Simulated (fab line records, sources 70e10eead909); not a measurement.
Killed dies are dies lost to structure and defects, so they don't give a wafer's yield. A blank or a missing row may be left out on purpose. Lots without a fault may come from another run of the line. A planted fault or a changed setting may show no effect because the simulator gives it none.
Chamber matching | flow nand_harc | NHARC_A_STAIRCASE_DEP_325 on pecvd-03: 3 sister chambers
The step deposits SiO2, target thk 7200 nm. 3 wafers are shown with their chamber, then 8 later ones without.

WAFERS WITH THEIR CHAMBER
wafer  | chamber | heater_power_w (W)
L149.2 | 1       | 564
L149.6 | 2       | 640
L158.3 | 0       | 895

WAFERS WITHOUT THEIR CHAMBER
wafer  | heater_power_w (W)
L158.4 | 693
L158.5 | 656
L161.1 | 645
L161.2 | 678
L161.5 | 706
L162.2 | 759
L162.4 | 647
L162.6 | 707

WHICH CHAMBER EACH WENT THROUGH
wafer  | from the rows above          | in truth
L158.4 | can't be placed: 2 or 1      | 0
L158.5 | can't be placed: 2 or 1      | 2
L161.1 | can't be placed: 2 or 1      | 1
L161.2 | can't be placed: 2 or 1      | 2
L161.5 | can't be placed: 2 or 1      | 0
L162.2 | can't be placed: 2 or 0 or 1 | 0
L162.4 | can't be placed: 2 or 1      | 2
L162.6 | can't be placed: 2 or 1      | 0
Placed correctly: 0 of 8. Can't be placed from these rows: 8 (the true chamber is among the candidates in 5). Placed wrongly: 0.
How it was worked out, from the rows above alone: a wafer's distance from a chamber is the root of the sum, over the readings, of the square of ((its reading less the chamber's mean) divided by the reading's scatter). The wafer belongs to the nearest chamber; if the next one is less than 2 further off, it can't be placed. A chamber's mean is the mean of its shown wafers. The scatter: with one shown wafer a chamber, the root of the mean of the squares of how far each hidden wafer lies from its nearest shown one.
